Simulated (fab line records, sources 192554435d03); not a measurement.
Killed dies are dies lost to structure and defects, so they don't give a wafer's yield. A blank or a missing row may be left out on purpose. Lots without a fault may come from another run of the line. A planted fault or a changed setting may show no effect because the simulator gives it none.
A struck lot beside a sound one | flow n5_finfet | 41 steps out of a route of 1938
Sound: wafers L697.2, L697.3, L697.5. Struck: wafer L698.6. (L698.2, L698.3 of the same lot were not struck and are left out.) The cause comes at the end.
At each step with rows: each side's tool, then ch and its chambers, then its first start. Under that, the readings that differ: sound wafers | struck wafers | difference of the means | sigmas: that difference in standard deviations of wafers without a fault.
alike: readings whose means differ by less than 2 such deviations, and words and numbers that are the same on both sides. not compared: withheld readings, readings that some wafer has no value for, bounds like >300 that may hide the same value, and numbers for which the record gives no deviation and whose values overlap.
The two part at a step that has a row with sigmas, a row that says differs or no value, or rows on one side only. Numbers that don't overlap but have no deviation are shown without sigmas and don't part them. A reading that every wafer of one side lacks parts them only if that side has two wafers or more.

first, 10 steps without rows for these wafers: N5_PMOS_HMC_CHANNEL_EPI_PRECLEAN_37 (cleans in O3/DIW, time 45 s); N5_PMOS_HMC_CHANNEL_EPI_PRECLEAN_24 (cleans in DHF, time 30 s); N5_PMOS_HMC_CHANNEL_EPI_SRD_25 (time 30 s); N5_PMOS_HMC_CHANNEL_EPI_EPI_26 (deposits Si from SiH4/H2, target thk 3.8 nm, time 22.7 s); N5_FIN_SAQP_PRECLEAN_42 (cleans in O3/DIW, time 60 s); N5_FIN_SAQP_PRECLEAN_00 (cleans in SC1, time 60 s); N5_FIN_SAQP_PRECLEAN_44 (cleans in SC2, time 45 s); N5_FIN_SAQP_SRD_01 (time 30 s); N5_FIN_SAQP_ALD_61 (deposits SiO2, target thk 4 nm, pulse time 1 s, purge time 2 s); N5_FIN_SAQP_DENSIFY_62 (time 60 s).
N5_FIN_SAQP_HM_DEP_03: deposits SiNx from SiH4/NH3/N2, target thk 38 nm, time 33.6 s.
  sound on pecvd-02 ch 1,2, day 4 21:43; struck on pecvd-02 ch 0, day 5 05:28
  reading                                      | sound           | struck | difference | sigmas
  model.SiNx_of_FIN_SAQP_HM_DEP_03.thk_nm (nm) | 37.32 38.1 37.8 | 53.95  | +16.21     |
  alike: heater_power_w, showerhead_plenum_p_Torr, throttle_valve_pct
N5_FIN_SAQP_THK_MEAS_05:
  sound on film_metro-01, day 4 21:50; struck on film_metro-01, day 5 05:34
  reading     | sound          | struck | difference | sigmas
  thk_nm (nm) | 37.2 38.1 37.8 | 54.0   | +16.3      | +28
then, 24 steps without rows for these wafers: N5_FIN_SAQP_PECVD_47 (deposits a-Si from SiH4/He, target thk 45 nm, time 36.3 s); N5_FIN_SAQP_PECVD_48 (deposits SiNx from SiH4/NH3/N2, target thk 25 nm, time 22.1 s); N5_FIN_SAQP_PECVD_06 (deposits a-Si from SiH4/He, target thk 60 nm, time 48.1 s); N5_FIN_SAQP_HM_DEP_72 (deposits SiO2 from SiH4/N2O, target thk 12 nm, time 7.2 s); N5_FIN_SAQP_COAT_49 (time 60 s, resist thk 100 nm); N5_FIN_SAQP_COAT_50 (time 60 s, resist thk 35 nm); N5_FIN_SAQP_COAT_10 (resist thk 90 nm); N5_FIN_SAQP_EBR_12; N5_FIN_SAQP_SOFTBAKE_11 (time 60 s); N5_FIN_SAQP_EXPOSE_13 (exposes mask FIN CORE, target cd 35.6 nm); N5_FIN_SAQP_PEB_14 (peb time 60 s); N5_FIN_SAQP_DEVELOP_15 (develop time 30 s); N5_FIN_SAQP_DESCUM_21 (chemistry O2, time 7.9 s); N5_FIN_SAQP_ETCH_51 (etches SiARC in CF4, target depth 45.5 nm, time 75.8 s); N5_FIN_SAQP_ETCH_52 (etches SOC in N2/H2, target depth 100 nm, overetch 20 nm, time 150 s); N5_FIN_SAQP_STRIP_53 (strips in N2/H2); N5_FIN_SAQP_HM_OPEN_73 (chemistry CHF3/O2, target SiO2, stops on a-Si, target depth 12 nm, time 16.8 s); N5_FIN_SAQP_STRIP_74 (strips in CHF3/O2); N5_FIN_SAQP_MANDREL_ETCH_22 (etches a-Si in HBr/Cl2, stops on SiNx, target depth 60 nm, bt time 10 s, time 30 s); N5_FIN_SAQP_STRIP_55 (strips in N2/H2); N5_FIN_SAQP_STRIP_23 (strips in SPM, time 750 s); N5_FIN_SAQP_SRD_66 (time 30 s); N5_FIN_SAQP_RECESS_75 (chemistry HF/NH3, target SiO2, target depth 14.4 nm, afs cycles 3, sublimation time 60 s); N5_FIN_SAQP_SPACER1_ALD_24 (deposits SiO2, target thk 20.3 nm, pulse time 1 s, purge time 2 s).
N5_FIN_SAQP_HM_OPEN_33: chemistry CH3F/O2, target SiNx, target depth 49.4 nm, time 70.6 s.
  sound on rie_diel-02 ch 0,2, day 5 05:01; struck on rie_diel-05 ch 3, day 5 12:26
  reading                         | sound             | struck | difference | sigmas
  etch_rf_on_time_s (s)           | 67.1 70.5 69.9    | 97.3   | +28.1      | +18
  showerhead_plenum_p_Torr (Torr) | 1.85 1.97 1.97    | 2.08   | +0.15      | +2
  model.etch.depth_nm (nm)        | 36.59 37.47 37.15 | 53.3   | +16.2      |
  alike: bias_w, chamber_pressure_mTorr, drypump_motor_current_A, oes_ar_750_au, oes_product_au, rf_vpp_V, throttle_valve_pct
  not compared: rf_hours_counter_h
N5_FIN_SAQP_ETCH_64: etches SiO2 in CF4, target depth 1.5 nm.
  sound on rie_si-03 ch 0,1, day 5 05:17; struck on rie_si-01 ch 3, day 5 12:43
  reading                   | sound   | struck | difference | sigmas
  model.FIN_SAQP.cd_nm (nm) | 8.2 8 8 | 7.8    | -0.3       |
  alike: bias_w, chamber_pressure_mTorr, drypump_motor_current_A, oes_product_au, throttle_valve_pct
  not compared: rf_hours_counter_h
N5_STI_FIN_REVEAL_RECESS_09: chemistry HF/NH3, target SiO2, afs cycles 11, target depth 42.5 nm, sublimation time 60 s.
  sound on vapor_etch-02 ch 0,1, day 5 13:20; struck on vapor_etch-02 ch 1, day 5 20:44
  reading                                      | sound        | struck | difference | sigmas
  model.SiNx_of_FIN_SAQP_HM_DEP_03.thk_nm (nm) | 17.4 18.2 18 | 34.2   | +16.3      |
  alike: drypump_motor_current_A
-- the record jumps here: 6 days lie between the struck wafers' starts before and after (it left off in module STI_FIN_REVEAL and takes up again in module BEOL_M4, whose first step shown is number 1111 of the route) --
N5_BEOL_M4_RC_MEAS_101:
  sound on prober-02 ch 0, day 11 03:58; struck on prober-01 ch 0, day 11 12:11
  reading       | sound          | struck | difference | sigmas
  ION_N (uA/um) | 692 681 673    | 654    | -28        | -3
  ION_P (uA/um) | 469 473 468    | 449    | -21        | -2
  SS_N (mV/dec) | 71.7 71.8 71.6 | 70.3   | -1.4       | -2
  SS_P (mV/dec) | 73.9 74.0 74.1 | 72.0   | -2.0       | -3
  VT_N (mV)     | 247 252 250    | 258    | +8         | +2
  VT_P (mV)     | -246 -246 -248 | -256   | -9         | -2
  alike: DIBL_N, DIBL_P, IOFF_N, IOFF_P
-- the record jumps here: 5 days lie between the struck wafers' starts before and after (it left off in module BEOL_M4 and takes up again in module PASSIVATION, whose first step shown is number 1936 of the route) --
N5_PASSIVATION_PROBE_49:
  the record has rows for the struck wafers here (prober-01, day 16 20:51) and none for the sound ones

WHERE THEY PART
First at N5_FIN_SAQP_THK_MEAS_05; last, within this record, at N5_PASSIVATION_PROBE_49.

WHY: what the simulator had put in
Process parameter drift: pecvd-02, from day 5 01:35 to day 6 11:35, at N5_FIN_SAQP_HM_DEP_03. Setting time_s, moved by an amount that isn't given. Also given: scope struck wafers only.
